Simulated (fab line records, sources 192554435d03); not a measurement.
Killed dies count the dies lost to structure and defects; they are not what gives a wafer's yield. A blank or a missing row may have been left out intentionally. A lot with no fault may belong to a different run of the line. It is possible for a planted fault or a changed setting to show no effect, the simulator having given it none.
Split-lot study || flow n5_finfet || 21 wafers read across 7 lots, on a route 1938 steps long

THE SPLIT
At N5_MOL_CONTACT_COAG_ETCH_124 (etches SiNx in CH3F/O2, stops on SiOC, target depth 6.5 nm), the setting bias_w was moved away from the recipe's 73 W on 6 of the 21 wafers read, by -17.9% to -13.1%. For the rest of the wafers, this setting stayed at what the recipe calls for.

The split's own step is where the reading is taken.

THE READING
rf_vpp_V, in V, at N5_MOL_CONTACT_COAG_ETCH_124 (etches SiNx in CH3F/O2, stops on SiOC, target depth 6.5 nm). A value of 299 V with a standard deviation of 8 V is what fault-free wafers of this fab line usually give.

{"wafer": "L077.1", "tool, chamber at the split": "rie_diel-01, 1", "bias_w as run, W": 73, "against the recipe": "recipe", "rf_vpp_V, V": 301, "against lot-mates on the recipe": "-"}
{"wafer": "L077.2", "tool, chamber at the split": "rie_diel-01, 2", "bias_w as run, W": 73, "against the recipe": "recipe", "rf_vpp_V, V": 299, "against lot-mates on the recipe": "-"}
{"wafer": "L077.6", "tool, chamber at the split": "rie_diel-01, 3", "bias_w as run, W": 73, "against the recipe": "recipe", "rf_vpp_V, V": 287, "against lot-mates on the recipe": "-"}
{"wafer": "L078.1", "tool, chamber at the split": "rie_diel-05, 0", "bias_w as run, W": 63.42, "against the recipe": "-13.1%", "rf_vpp_V, V": 267, "against lot-mates on the recipe": -41}
{"wafer": "L078.2", "tool, chamber at the split": "rie_diel-05, 3", "bias_w as run, W": 73, "against the recipe": "recipe", "rf_vpp_V, V": 308, "against lot-mates on the recipe": "-"}
{"wafer": "L078.5", "tool, chamber at the split": "rie_diel-05, 1", "bias_w as run, W": 63.42, "against the recipe": "-13.1%", "rf_vpp_V, V": 256, "against lot-mates on the recipe": -52}
{"wafer": "L085.1", "tool, chamber at the split": "rie_diel-01, 2", "bias_w as run, W": 73, "against the recipe": "recipe", "rf_vpp_V, V": 297, "against lot-mates on the recipe": "-"}
{"wafer": "L085.3", "tool, chamber at the split": "rie_diel-01, 3", "bias_w as run, W": 73, "against the recipe": "recipe", "rf_vpp_V, V": 287, "against lot-mates on the recipe": "-"}
{"wafer": "L085.6", "tool, chamber at the split": "rie_diel-01, 0", "bias_w as run, W": 73, "against the recipe": "recipe", "rf_vpp_V, V": 306, "against lot-mates on the recipe": "-"}
{"wafer": "L086.1", "tool, chamber at the split": "rie_diel-04, 0", "bias_w as run, W": 73, "against the recipe": "recipe", "rf_vpp_V, V": 300, "against lot-mates on the recipe": "-"}
{"wafer": "L086.4", "tool, chamber at the split": "rie_diel-04, 1", "bias_w as run, W": 73, "against the recipe": "recipe", "rf_vpp_V, V": 310, "against lot-mates on the recipe": "-"}
{"wafer": "L086.5", "tool, chamber at the split": "rie_diel-04, 0", "bias_w as run, W": 59.92, "against the recipe": "-17.9%", "rf_vpp_V, V": 257, "against lot-mates on the recipe": -48}
{"wafer": "L087.3", "tool, chamber at the split": "rie_diel-01, 1", "bias_w as run, W": 73, "against the recipe": "recipe", "rf_vpp_V, V": 303, "against lot-mates on the recipe": "-"}
{"wafer": "L087.5", "tool, chamber at the split": "rie_diel-01, 0", "bias_w as run, W": 73, "against the recipe": "recipe", "rf_vpp_V, V": 304, "against lot-mates on the recipe": "-"}
{"wafer": "L087.6", "tool, chamber at the split": "rie_diel-01, 1", "bias_w as run, W": 73, "against the recipe": "recipe", "rf_vpp_V, V": 302, "against lot-mates on the recipe": "-"}
{"wafer": "L092.3", "tool, chamber at the split": "rie_diel-01, 2", "bias_w as run, W": 60.36, "against the recipe": "-17.3%", "rf_vpp_V, V": 255, "against lot-mates on the recipe": "no lot-mate on the recipe"}
{"wafer": "L092.4", "tool, chamber at the split": "rie_diel-01, 2", "bias_w as run, W": 60.36, "against the recipe": "-17.3%", "rf_vpp_V, V": 257, "against lot-mates on the recipe": "no lot-mate on the recipe"}
{"wafer": "L092.5", "tool, chamber at the split": "rie_diel-01, 3", "bias_w as run, W": 60.36, "against the recipe": "-17.3%", "rf_vpp_V, V": 247, "against lot-mates on the recipe": "no lot-mate on the recipe"}
{"wafer": "L095.3", "tool, chamber at the split": "rie_diel-01, 2", "bias_w as run, W": 73, "against the recipe": "recipe", "rf_vpp_V, V": 298, "against lot-mates on the recipe": "-"}
{"wafer": "L095.4", "tool, chamber at the split": "rie_diel-01, 1", "bias_w as run, W": 73, "against the recipe": "recipe", "rf_vpp_V, V": 302, "against lot-mates on the recipe": "-"}
{"wafer": "L095.5", "tool, chamber at the split": "rie_diel-01, 0", "bias_w as run, W": 73, "against the recipe": "recipe", "rf_vpp_V, V": 306, "against lot-mates on the recipe": "-"}

THE FIT
A straight line over all 21 wafers: rf_vpp_V changes by +2.73 V for each +1% of bias_w; r = +0.96; the points scatter about the line by 6.4 V.
The same after taking each lot's own level away (the mean of its wafers on the recipe; 18 wafers): +3.11 V for each +1%; r = +0.95; scatter 5.9 V.
That fit puts the effect of the largest move of bias_w on the reading at 56 V.
From 295.7 to 308.0 V: that is the span of the lots' own levels, equal to 1.5 times the standard deviation above.
So the lot-to-lot level changes the slope: the two fits differ.
Check: for one of the wafers moved furthest among these (-17.9%), held out of the fit, the line's prediction against its lot-mates is -63.5 V. It came out at -48 V against them.
Tool readings at the split's step, against how far the setting was moved: rf_vpp_V r = +0.96.

OTHER SPLITS ON THESE WAFERS
Other splits were also applied to these wafers ahead of the reading. Each is held against what the fit with the lots' levels taken away leaves over:
{"other split on the same wafers": "N5_MOL_CONTACT_COAG_EXPOSE_05 dose_mj", "wafers away from the commonest value": 7, "r with rf_vpp_V (lot level and that fit taken away)": -0.15}
{"other split on the same wafers": "N5_MOL_CONTACT_COAG_COAT_62 spin_rpm", "wafers away from the commonest value": 10, "r with rf_vpp_V (lot level and that fit taken away)": -0.03}
{"other split on the same wafers": "N5_MOL_CONTACT_COAG_ALD_133 ald_cycles", "wafers away from the commonest value": 6, "r with rf_vpp_V (lot level and that fit taken away)": "+0.30"}

FILE'S OWN FIT
rf_vpp_V changes by +2.98 V for each +1% of bias_w, r = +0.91.
